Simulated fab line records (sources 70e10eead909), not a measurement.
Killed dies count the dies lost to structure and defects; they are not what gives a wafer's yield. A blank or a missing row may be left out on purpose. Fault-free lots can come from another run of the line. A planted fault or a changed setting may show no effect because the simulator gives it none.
fab line records ; flow nand_harc ; part 1 of 2: steps 1 to 41 of 42
record: lots: 5; wafers: 15; last_day: 32
route steps=1302 shown A_ONON_D2@559 A_CHANNEL_HOLE_D2@570 END@1302
lots with no fault: from the same line, run without faults
start_h: start of the lot's first displayed wafer, in hours after the record's first day ; wait_h: time in hours since the lot's previous step ; " as in the row above ; L1.1+2: a single row standing in for several wafers ; - no value, or no start was given ; * or withheld: withheld ; < > ~ a bound
route shown NAME@n: a module of which the file shows steps, and the number in the route of the first ; usual: mean/standard deviation taken from wafers without a fault ; same: alike in all rows ; chamber/n: place in a boat ; sites: the reading at each site ; _std_site: how widely they spread, as a standard deviation ; _edge_site: inner sites' mean taken away from outer sites' mean ; radius_mm: for every site, how far away it sits from the centre of the wafer ; mask NAME#n: copy n ; behind: tool/chamber where the wafer was last shaped ; hold: what put the lot on hold/how long, in hours/how the hold closed ; device: the transistor (n, p or np) that didn't switch ; end of line: the route-end tests of the same wafers ; for a step that has no rows: nothing shown but its recipe ; killed: dies that structure and defects cost at the first sort, which is not the same as the wafer's yield ; map: the dies of a wafer, with x for killed, . for not killed, _ for no die there
set.NAME: the setting the step ran with; set.NAME@STEP: the setting that earlier step ran with ; model.NAME: the simulator's own value behind a step, which no gauge read
a table for each step, a row for each wafer; lots at some steps of the route
services: a tool's chamber out of use, with start hour (start_h, from the record's first day; less than 0 if before it), hours out, and reason
== steps ==
step: NHARC_A_ONON_D2_THK_MEAS_21
recipe: thk_meas_gauge: ellipsometry
usual: thk_nm: 1002/8.3
lot.wafer;tool;chamber;start_h;wait_h;thk_nm
L702.1;film_metro-01;-;294.47;-;1015
L702.4;film_metro-01;-;294.47;-;1015
L702.6;film_metro-01;-;294.47;-;1017
L707.1;film_metro-01;-;358.68;-;1016
L707.3;film_metro-01;-;358.68;-;1015
L707.5;film_metro-01;-;358.68;-;1016
L708.4;film_metro-02;-;358.69;-;1009
L708.5;film_metro-02;-;358.69;-;1010
L708.6;film_metro-02;-;358.69;-;1009
L713.3;film_metro-02;-;393.74;-;997
L713.4;film_metro-02;-;393.74;-;998
L713.6;film_metro-02;-;393.74;-;999
L722.3;film_metro-02;-;501.99;-;1008
L722.4;film_metro-02;-;501.99;-;1007
L722.6;film_metro-02;-;501.99;-;1008
step: NHARC_A_ONON_D2_DEP_22
recipe: target_thk_a: 10000; n2_flow_sccm: 2750; n2o_flow_sccm: 2000; nh3_flow_sccm: 500; sih4_flow_sccm: 210; temp_c: 400
step: NHARC_A_ONON_D2_THK_MEAS_24
recipe: thk_meas_gauge: ellipsometry
usual: thk_nm: 999/8.8
lot.wafer;tool;chamber;start_h;wait_h;thk_nm
L702.1;film_metro-01;-;295.04;-;993
L702.4;film_metro-01;-;295.04;-;993
L702.6;film_metro-01;-;295.04;-;993
L707.1;film_metro-02;-;359.25;-;987
L707.3;film_metro-02;-;359.25;-;985
L707.5;film_metro-02;-;359.25;-;984
L708.4;film_metro-01;-;359.26;-;986
L708.5;film_metro-01;-;359.26;-;987
L708.6;film_metro-01;-;359.26;-;986
L713.3;film_metro-02;-;394.30;-;1021
L713.4;film_metro-02;-;394.30;-;1023
L713.6;film_metro-02;-;394.30;-;1020
L722.3;film_metro-02;-;502.56;-;994
L722.4;film_metro-02;-;502.56;-;994
L722.6;film_metro-02;-;502.56;-;993
step: NHARC_A_ONON_D2_DEP_25
recipe: target_thk_a: 10000; n2_flow_sccm: 2750; n2o_flow_sccm: 2000; nh3_flow_sccm: 500; sih4_flow_sccm: 210; temp_c: 400
step: NHARC_A_ONON_D2_THK_MEAS_27
recipe: thk_meas_gauge: ellipsometry
usual: thk_nm: 999/8.9
lot.wafer;tool;chamber;start_h;wait_h;thk_nm
L702.1;film_metro-02;-;295.60;-;992
L702.4;film_metro-02;-;295.60;-;993
L702.6;film_metro-02;-;295.60;-;993
L707.1;film_metro-02;-;359.81;-;997
L707.3;film_metro-02;-;359.81;-;995
L707.5;film_metro-02;-;359.81;-;997
L708.4;film_metro-01;-;359.83;-;989
L708.5;film_metro-01;-;359.83;-;989
L708.6;film_metro-01;-;359.83;-;988
L713.3;film_metro-01;-;395.00;-;1005
L713.4;film_metro-01;-;395.00;-;1007
L713.6;film_metro-01;-;395.00;-;1007
L722.3;film_metro-01;-;503.13;-;998
L722.4;film_metro-01;-;503.13;-;999
L722.6;film_metro-01;-;503.13;-;999
step: NHARC_A_ONON_D2_DEP_28
recipe: target_thk_a: 10000; n2_flow_sccm: 2750; n2o_flow_sccm: 2000; nh3_flow_sccm: 500; sih4_flow_sccm: 210; temp_c: 400
step: NHARC_A_ONON_D2_THK_MEAS_30
recipe: thk_meas_gauge: ellipsometry
usual: thk_nm: 1002/9.2
lot.wafer;tool;chamber;start_h;wait_h;thk_nm
L702.1;film_metro-01;-;296.16;-;992
L702.4;film_metro-01;-;296.16;-;991
L702.6;film_metro-01;-;296.16;-;993
L707.1;film_metro-01;-;360.37;-;1009
L707.3;film_metro-01;-;360.37;-;1008
L707.5;film_metro-01;-;360.37;-;1011
L708.4;film_metro-02;-;360.43;-;1015
L708.5;film_metro-02;-;360.43;-;1015
L708.6;film_metro-02;-;360.43;-;1015
L713.3;film_metro-01;-;395.56;-;989
L713.4;film_metro-01;-;395.56;-;988
L713.6;film_metro-01;-;395.56;-;990
L722.3;film_metro-01;-;503.70;-;1013
L722.4;film_metro-01;-;503.70;-;1014
L722.6;film_metro-01;-;503.70;-;1011
step: NHARC_A_ONON_D2_DEP_33
recipe: target_thk_a: 2000; temp_c: 400; pressure_torr: 6.5; rf_w: 900; teos_flow_sccm: 161.4; flow_sccm: 2650; target_thk_nm: 200; gas: O2; material: SiO2
step: NHARC_A_ONON_D2_THK_MEAS_34
recipe: thk_meas_gauge: ellipsometry
usual: thk_nm: 199.2/2.7
lot.wafer;tool;chamber;start_h;wait_h;thk_nm
L702.1;film_metro-01;-;296.63;-;196.0
L702.4;film_metro-01;-;296.63;-;197.5
L702.6;film_metro-01;-;296.63;-;198.6
L707.1;film_metro-01;-;360.84;-;195.9
L707.3;film_metro-01;-;360.84;-;197.7
L707.5;film_metro-01;-;360.84;-;203.0
L708.4;film_metro-02;-;360.90;-;199.6
L708.5;film_metro-02;-;360.90;-;198.1
L708.6;film_metro-02;-;360.90;-;200.7
L713.3;film_metro-01;-;396.07;-;198.0
L713.4;film_metro-01;-;396.07;-;201.7
L713.6;film_metro-01;-;396.07;-;199.6
L722.3;film_metro-01;-;504.31;0.3;202.9
L722.4;film_metro-01;-;504.31;0.3;200.5
L722.6;film_metro-01;-;504.31;0.3;200.7
step: NHARC_A_ONON_D2_INSPECT_32
usual: raw_defect_count: 391/140
lot.wafer;tool;chamber;start_h;wait_h;raw_defect_count
L702.1;defect_inspect-01;-;296.70;0.0;258
L702.4;defect_inspect-01;-;296.70;0.0;200
L702.6;defect_inspect-01;-;296.70;0.0;271
L707.1;defect_inspect-01;-;360.92;0.0;350
L707.3;defect_inspect-01;-;360.92;0.0;545
L707.5;defect_inspect-01;-;360.92;0.0;646
L708.4;defect_inspect-02;-;360.96;0.0;342
L708.5;defect_inspect-02;-;360.96;0.0;321
L708.6;defect_inspect-02;-;360.96;0.0;329
L713.3;defect_inspect-01;-;396.13;0.0;268
L713.4;defect_inspect-01;-;396.13;0.0;279
L713.6;defect_inspect-01;-;396.13;0.0;357
L722.3;defect_inspect-02;-;504.39;0.0;324
L722.4;defect_inspect-02;-;504.39;0.0;538
L722.6;defect_inspect-02;-;504.39;0.0;244
step: NHARC_A_CHANNEL_HOLE_D2_DEP_00
recipe: target_thk_a: 31000; temp_c: 400; material: aC
usual: throttle_valve_pct: 35.001/0.0099
lot.wafer;tool;chamber;start_h;wait_h;throttle_valve_pct
L702.1;acl_dep-03;0;296.76;0.1;34.990
L702.4;acl_dep-03;0;296.76;0.1;35.002
L702.6;acl_dep-03;0;296.76;0.1;35.026
L707.1;acl_dep-03;0;360.99;0.1;35.003
L707.3;acl_dep-03;0;360.99;0.1;34.985
L707.5;acl_dep-03;0;360.99;0.1;34.997
L708.4;acl_dep-01;0;363.39;2.4;35.012
L708.5;acl_dep-01;0;363.39;2.4;35.010
L708.6;acl_dep-01;0;363.39;2.4;35.002
L713.3;acl_dep-01;0;397.37;1.2;35.009
L713.4;acl_dep-01;0;397.37;1.2;34.991
L713.6;acl_dep-01;0;397.37;1.2;35.002
L722.3;acl_dep-01;0;505.25;0.9;34.995
L722.4;acl_dep-01;0;505.25;0.9;35.000
L722.6;acl_dep-01;0;505.25;0.9;35.025
step: NHARC_A_CHANNEL_HOLE_D2_DEP_01
recipe: target_thk_a: 1400; target_thk_nm: 140; temp_c: 400; pressure_torr: 3.5; flow_sccm: 200; rf_w: 350; material: SiON
usual: heater_power_w: 749/90; showerhead_vpp_V: 1135/38
lot.wafer;tool;chamber;start_h;wait_h;heater_power_w;showerhead_vpp_V
L702.1;pecvd-03;2;298.73;1.6;790;1126
L702.4;pecvd-03;1;298.73;1.6;538;1140
L702.6;pecvd-03;2;298.73;1.6;799;1124
L707.1;pecvd-03;2;362.94;1.6;836;1130
L707.3;pecvd-03;0;362.94;1.6;778;1154
L707.5;pecvd-03;2;362.94;1.6;831;1157
L708.6;pecvd-02;0;364.46;0.1;721;1101
L708.4;pecvd-02;1;364.46;0.1;900;1165
L708.5;pecvd-02;2;364.46;0.1;714;1046
L713.3;pecvd-02;1;398.70;1.0;843;1169
L713.6;pecvd-02;0;398.70;1.0;635;1126
L713.4;pecvd-02;2;398.70;1.0;652;1053
L722.3;pecvd-03;2;506.57;1.0;779;1134
L722.4;pecvd-03;1;506.57;1.0;564;1155
L722.6;pecvd-03;2;506.57;1.0;807;1141
step: NHARC_A_CHANNEL_HOLE_D2_DEHYDRATE_02
recipe: temp_c: 150; time_s: 120
step: NHARC_A_CHANNEL_HOLE_D2_HMDS_03
recipe: time_s: 30
step: NHARC_A_CHANNEL_HOLE_D2_COAT_36
recipe: temp_c: 260; time_s: 75
step: NHARC_A_CHANNEL_HOLE_D2_COAT_37
recipe: temp_c: 225; time_s: 65
step: NHARC_A_CHANNEL_HOLE_D2_COAT_04
recipe: spin_rpm: 1500; resist_thk_nm: 90
step: NHARC_A_CHANNEL_HOLE_D2_SOFTBAKE_05
recipe: temp_c: 105; time_s: 55
step: NHARC_A_CHANNEL_HOLE_D2_EBR_06
step: NHARC_A_CHANNEL_HOLE_D2_EXPOSE_07
recipe: na: 1.35; target_cd_nm: 100; sigma_outer: 0.3; dose_mj: 59.65; mask_id: HOLE_D2
step: NHARC_A_CHANNEL_HOLE_D2_PEB_08
recipe: peb_temp_c: 100; peb_time_s: 65
step: NHARC_A_CHANNEL_HOLE_D2_DEVELOP_09
recipe: develop_time_s: 35; dev_temp_c: 23
step: NHARC_A_CHANNEL_HOLE_D2_CD_MEAS_10
recipe: target_cd_nm: 100; landing_energy_ev: 500
usual: cd_nm: 100.1/0.48
lot.wafer;tool;chamber;start_h;wait_h;cd_nm
L702.1;cd_sem-01;0;299.30;-;101.0
L702.4;cd_sem-01;0;299.30;-;100.0
L702.6;cd_sem-01;0;299.30;-;100.5
L707.1;cd_sem-03;0;363.63;-;99.9
L707.3;cd_sem-03;0;363.63;-;98.6
L707.5;cd_sem-03;0;363.63;-;100.0
L708.4;cd_sem-02;0;365.10;-;99.4
L708.5;cd_sem-02;0;365.10;-;100.3
L708.6;cd_sem-02;0;365.10;-;100.7
L713.3;cd_sem-03;0;399.39;-;100.0
L713.4;cd_sem-03;0;399.39;-;99.8
L713.6;cd_sem-03;0;399.39;-;100.8
L722.3;cd_sem-03;0;507.14;-;100.3
L722.4;cd_sem-03;0;507.14;-;100.3
L722.6;cd_sem-03;0;507.14;-;99.6
step: NHARC_A_CHANNEL_HOLE_D2_OVL_MEAS_11
usual: overlay_x_nm: -0.2/0.71; overlay_y_nm: 0.0/0.84
lot.wafer;tool;chamber;start_h;wait_h;overlay_x_nm;overlay_y_nm
L702.1;overlay-01;-;299.39;-;0.3;1.3
L702.4;overlay-01;-;299.39;-;0.1;2.0
L702.6;overlay-01;-;299.39;-;0.3;2.0
L707.1;overlay-01;-;363.72;-;-0.7;-0.2
L707.3;overlay-01;-;363.72;-;-0.6;-0.5
L707.5;overlay-01;-;363.72;-;-0.2;0.2
L708.4;overlay-02;-;365.19;-;0.9;-0.2
L708.5;overlay-02;-;365.19;-;0.6;0.3
L708.6;overlay-02;-;365.19;-;1.0;0.6
L713.3;overlay-02;-;399.48;-;1.7;0.1
L713.4;overlay-02;-;399.48;-;1.5;0.3
L713.6;overlay-02;-;399.48;-;1.2;0.3
L722.3;overlay-01;-;507.23;-;-0.4;0.8
L722.4;overlay-01;-;507.23;-;-0.2;0.5
L722.6;overlay-01;-;507.23;-;-0.6;0.9
step: NHARC_A_CHANNEL_HOLE_D2_INSPECT_12
usual: raw_defect_count: 34/24
lot.wafer;tool;chamber;start_h;wait_h;raw_defect_count
L702.1;defect_inspect-01;-;299.42;0.0;65
L702.4;defect_inspect-01;-;299.42;0.0;47
L702.6;defect_inspect-01;-;299.42;0.0;48
L707.1;defect_inspect-01;-;363.75;0.0;2
L707.3;defect_inspect-01;-;363.75;0.0;6
L707.5;defect_inspect-01;-;363.75;0.0;6
L708.4;defect_inspect-01;-;365.22;0.0;64
L708.5;defect_inspect-01;-;365.22;0.0;72
L708.6;defect_inspect-01;-;365.22;0.0;59
L713.3;defect_inspect-02;-;399.51;0.0;63
L713.4;defect_inspect-02;-;399.51;0.0;53
L713.6;defect_inspect-02;-;399.51;0.0;52
L722.3;defect_inspect-01;-;507.26;0.0;31
L722.4;defect_inspect-01;-;507.26;0.0;24
L722.6;defect_inspect-01;-;507.26;0.0;29
step: NHARC_A_CHANNEL_HOLE_D2_DESCUM_15
recipe: time_s: 3; o2_flow_sccm: 200; ar_flow_sccm: 0; bias_power_w: 0; chemistry: O2
usual: drypump_motor_current_A: 5.7/0.51; oes_product_au: 0.999/0.009; rf_vpp_V: 57.7/0.93; showerhead_plenum_p_Torr: 1.89/0.093; throttle_valve_pct: 11.311/0.0087
lot.wafer;tool;chamber;start_h;wait_h;drypump_motor_current_A;oes_product_au;rf_hours_counter_h;rf_vpp_V;showerhead_plenum_p_Torr;throttle_valve_pct
L702.4;rie_diel-06;1;299.48;0.1;5.6;1.003;12;56.5;1.78;11.307
L702.1;rie_diel-06;0;299.48;0.1;5.6;1.007;11;57.7;1.96;11.316
L702.6;rie_diel-06;1;299.48;0.1;5.6;1.005;-;57.8;1.78;11.298
L707.1;rie_diel-07;1;363.81;0.1;6.4;0.998;2;57.8;1.97;11.323
L707.3;rie_diel-07;3;363.81;0.1;6.1;1.004;3;55.2;1.79;11.324
L707.5;rie_diel-07;0;363.81;0.1;5.8;0.991;-;58.3;2.01;11.325
L708.4;rie_diel-06;1;365.29;0.1;5.6;0.979;3;57.9;1.78;11.327
L708.5;rie_diel-06;0;365.29;0.1;5.6;0.989;-;57.9;1.96;11.303
L708.6;rie_diel-06;1;365.29;0.1;5.6;0.991;-;56.0;1.78;11.310
L713.3;rie_diel-06;1;399.57;0.1;5.5;1.001;5;58.0;1.78;11.310
L713.4;rie_diel-06;2;399.57;0.1;5.2;0.982;4;56.1;1.83;11.317
L713.6;rie_diel-06;2;399.57;0.1;5.3;1.004;-;58.5;1.83;11.310
L722.4;rie_diel-07;0;507.33;0.1;5.8;0.997;1;58.2;2.01;11.309
L722.3;rie_diel-07;1;507.33;0.1;6.4;1.012;0;57.2;1.97;11.300
L722.6;rie_diel-07;3;507.33;0.1;6.2;1.019;-;57.5;1.79;11.319
step: NHARC_A_CHANNEL_HOLE_D2_ETCH_38
recipe: target_depth_a: 390; over_etch_frac: 0.3; time_s: 65; ion_energy_ev: 80; cf4_flow_sccm: 150; ar_flow_sccm: 0; rf_w: 300; bias_w: 100; chemistry: CF4
step: NHARC_A_CHANNEL_HOLE_D2_ETCH_39
recipe: target_depth_a: 2600; over_etch_frac: 0.3; time_s: 325; ion_energy_ev: 200; n2_flow_sccm: 150; h2_flow_sccm: 150; ar_flow_sccm: 0; rf_w: 400; bias_w: 150; chemistry: N2/H2
step: NHARC_A_CHANNEL_HOLE_D2_ETCH_34
recipe: target_depth_a: 1540; time_s: 77; cf4_flow_sccm: 100; chf3_flow_sccm: 30; ar_flow_sccm: 0; rf_w: 500; bias_w: 200; chemistry: CF4/CHF3
step: NHARC_A_CHANNEL_HOLE_D2_ETCH_16
recipe: target_depth_a: 31000; over_etch_frac: 0.3; time_s: 806; ion_energy_ev: 150; o2_flow_sccm: 400; cos_flow_sccm: 20; ar_flow_sccm: 0; rf_w: 500; bias_w: 300; chemistry: O2/COS
step: NHARC_A_CHANNEL_HOLE_D2_CD_MEAS_18
usual: cd_nm: 100.0/2.1
lot.wafer;tool;chamber;start_h;wait_h;cd_nm
L702.1;cd_sem-01;-;300.59;-;101.9
L702.4;cd_sem-01;-;300.59;-;98.7
L702.6;cd_sem-01;-;300.59;-;100.6
L707.1;cd_sem-03;-;365.13;-;96.9
L707.3;cd_sem-03;-;365.13;-;100.3
L707.5;cd_sem-03;-;365.13;-;99.0
L708.4;cd_sem-03;-;366.40;-;97.2
L708.5;cd_sem-03;-;366.40;-;100.0
L708.6;cd_sem-03;-;366.40;-;99.3
L713.3;cd_sem-03;-;400.82;-;104.0
L713.4;cd_sem-03;-;400.82;-;100.3
L713.6;cd_sem-03;-;400.82;-;100.6
L722.3;cd_sem-01;-;508.43;-;99.8
L722.4;cd_sem-01;-;508.43;-;97.7
L722.6;cd_sem-01;-;508.43;-;97.7
step: NHARC_A_CHANNEL_HOLE_D2_ETCH_19
recipe: bias_v: 1200; source_w: 2500; pressure_mtorr: 15; time_s: 34.5; ar_flow_sccm: 375; c4f8_flow_sccm: 28.8; o2_flow_sccm: 96.2; temp_c: -20; target_depth_a: *; chemistry: C4F8/O2/Ar
step: NHARC_A_CHANNEL_HOLE_D2_ETCH_20
recipe: bias_v: 3000; source_w: withheld; pressure_mtorr: 20; time_s: 361.9; ar_flow_sccm: 375; c4f8_flow_sccm: 89.3; o2_flow_sccm: 35.7; temp_c: -20; target_depth_a: 16000; chemistry: C4F8/O2/Ar
step: NHARC_A_CHANNEL_HOLE_D2_ETCH_21
recipe: bias_v: 3000; source_w: withheld; pressure_mtorr: 20; time_s: 514.3; ar_flow_sccm: 375; c4f8_flow_sccm: 89.3; o2_flow_sccm: 35.7; temp_c: -20; target_depth_a: 16000; chemistry: C4F8/O2/Ar
step: NHARC_A_CHANNEL_HOLE_D2_ETCH_22
recipe: bias_v: 3000; source_w: withheld; pressure_mtorr: 20; time_s: 666.7; ar_flow_sccm: 375; c4f8_flow_sccm: 89.3; o2_flow_sccm: 35.7; temp_c: -20; target_depth_a: 16000; chemistry: C4F8/O2/Ar
step: NHARC_A_CHANNEL_HOLE_D2_ETCH_23
recipe: bias_v: 5000; source_w: withheld; pressure_mtorr: 20; time_s: 819; ar_flow_sccm: 375; c4f8_flow_sccm: 89.3; o2_flow_sccm: 35.7; temp_c: -20; target_depth_a: 16000; chemistry: C4F8/O2/Ar
usual: drypump_motor_current_A: 5.56/0.27; showerhead_plenum_p_Torr: 3.71/0.13; throttle_valve_pct: 32.155/0.0091
lot.wafer;tool;chamber;start_h;wait_h;drypump_motor_current_A;rf_hours_counter_h;showerhead_plenum_p_Torr;throttle_valve_pct
L702.1;har_etch-02;1;302.10;0.5;5.17;364;3.62;32.151
L702.4;har_etch-02;0;302.10;0.5;5.97;-;3.60;32.160
L702.6;har_etch-02;0;302.10;0.5;5.96;-;3.60;32.151
L707.1;har_etch-01;0;370.40;0.5;5.52;184;3.64;32.150
L707.3;har_etch-01;0;370.40;0.5;5.53;-;3.64;32.144
L707.5;har_etch-01;0;370.40;0.5;5.51;-;3.64;32.154
L708.4;har_etch-02;1;370.93;0.5;5.20;-;3.60;32.136
L708.6;har_etch-02;1;370.93;0.5;5.16;-;3.60;32.149
L708.5;har_etch-02;0;370.93;0.5;5.98;-;3.58;32.160
L713.3;har_etch-02;1;406.03;0.5;5.18;-;3.93;32.157
L713.4;har_etch-02;0;406.03;0.5;5.97;-;3.93;32.147
L713.6;har_etch-02;1;406.03;0.5;5.16;-;3.93;32.160
L722.4;har_etch-01;0;510.16;0.5;5.55;-;3.60;32.162
L722.3;har_etch-01;1;510.16;0.5;5.58;-;3.63;32.171
L722.6;har_etch-01;0;510.16;0.5;5.52;-;3.60;32.156
step: NHARC_A_CHANNEL_HOLE_D2_ETCH_24
recipe: bias_v: 5000; source_w: withheld; pressure_mtorr: 20; time_s: 906.2; ar_flow_sccm: 375; c4f8_flow_sccm: 93.8; o2_flow_sccm: 31.2; temp_c: -20; target_depth_a: 15000; chemistry: C4F8/O2/Ar
usual: drypump_motor_current_A: 5.56/0.27; showerhead_plenum_p_Torr: 3.71/0.13; throttle_valve_pct: 32.235/0.0093
lot.wafer;tool;chamber;start_h;wait_h;drypump_motor_current_A;rf_hours_counter_h;showerhead_plenum_p_Torr;throttle_valve_pct
L702.1;har_etch-02;1;302.80;0.6;5.22;365;3.62;32.231
L702.4;har_etch-02;0;302.80;0.6;5.97;-;3.59;32.227
L702.6;har_etch-02;0;302.80;0.6;5.97;-;3.59;32.240
L707.1;har_etch-01;0;371.11;0.6;5.53;185;3.63;32.242
L707.3;har_etch-01;0;371.11;0.6;5.53;-;3.63;32.254
L707.5;har_etch-01;0;371.11;0.6;5.50;-;3.63;32.247
L708.4;har_etch-02;1;371.64;0.6;5.17;-;3.59;32.231
L708.6;har_etch-02;1;371.64;0.6;5.20;-;3.59;32.236
L708.5;har_etch-02;0;371.64;0.6;5.96;-;3.57;32.220
L713.3;har_etch-02;1;406.75;0.6;5.18;-;3.92;32.233
L713.4;har_etch-02;0;406.75;0.6;5.97;-;3.92;32.240
L713.6;har_etch-02;1;406.75;0.6;5.18;-;3.92;32.233
L722.4;har_etch-01;0;510.88;0.6;5.52;-;3.59;32.246
L722.3;har_etch-01;1;510.88;0.6;5.58;-;3.62;32.243
L722.6;har_etch-01;0;510.88;0.6;5.54;-;3.59;32.232
step: NHARC_A_CHANNEL_HOLE_D2_ETCH_25
recipe: bias_v: 5000; source_w: withheld; pressure_mtorr: 20; time_s: 1040.2; ar_flow_sccm: 375; c4f8_flow_sccm: 93.8; o2_flow_sccm: 31.2; temp_c: -20; target_depth_a: 15000; chemistry: C4F8/O2/Ar
usual: drypump_motor_current_A: 5.56/0.27; showerhead_plenum_p_Torr: 3.71/0.13; throttle_valve_pct: 32.236/0.0092
lot.wafer;tool;chamber;start_h;wait_h;drypump_motor_current_A;rf_hours_counter_h;showerhead_plenum_p_Torr;throttle_valve_pct
L702.1;har_etch-02;1;303.56;0.6;5.15;366;3.61;32.241
L702.4;har_etch-02;0;303.56;0.6;5.98;-;3.59;32.215
L702.6;har_etch-02;0;303.56;0.6;5.97;-;3.59;32.225
L707.1;har_etch-01;0;371.90;0.7;5.55;185;3.63;32.244
L707.3;har_etch-01;0;371.90;0.7;5.55;-;3.63;32.236
L707.5;har_etch-01;0;371.90;0.7;5.54;-;3.63;32.239
L708.4;har_etch-02;1;372.45;0.7;5.19;-;3.59;32.231
L708.6;har_etch-02;1;372.45;0.7;5.18;-;3.59;32.222
L708.5;har_etch-02;0;372.45;0.7;5.98;-;3.57;32.241
L713.3;har_etch-02;1;407.56;0.7;5.16;-;3.92;32.248
L713.4;har_etch-02;0;407.56;0.7;5.97;-;3.92;32.231
L713.6;har_etch-02;1;407.56;0.7;5.19;-;3.92;32.237
L722.4;har_etch-01;0;511.70;0.7;5.56;-;3.59;32.231
L722.3;har_etch-01;1;511.70;0.7;5.56;-;3.62;32.242
L722.6;har_etch-01;0;511.70;0.7;5.55;-;3.59;32.217
step: NHARC_A_CHANNEL_HOLE_D2_ETCH_26
recipe: bias_v: 300; source_w: 2000; pressure_mtorr: 30; time_s: 224.1; ar_flow_sccm: 375; c4f8_flow_sccm: 11.4; o2_flow_sccm: 113.6; temp_c: -20; target_depth_a: 3000; chemistry: C4F8/O2/Ar
step: NHARC_A_CHANNEL_HOLE_D2_ETCH_27
recipe: bias_v: 400; source_w: 2000; pressure_mtorr: 25; time_s: 90; ar_flow_sccm: 375; c4f8_flow_sccm: 41.7; o2_flow_sccm: 83.3; temp_c: -20; target_depth_a: 4000; chemistry: C4F8/O2/Ar
step: NHARC_A_CHANNEL_HOLE_D2_STRIP_41
recipe: n2_flow_sccm: 150; h2_flow_sccm: 150; ar_flow_sccm: 0; bias_w: 0; chemistry: N2/H2
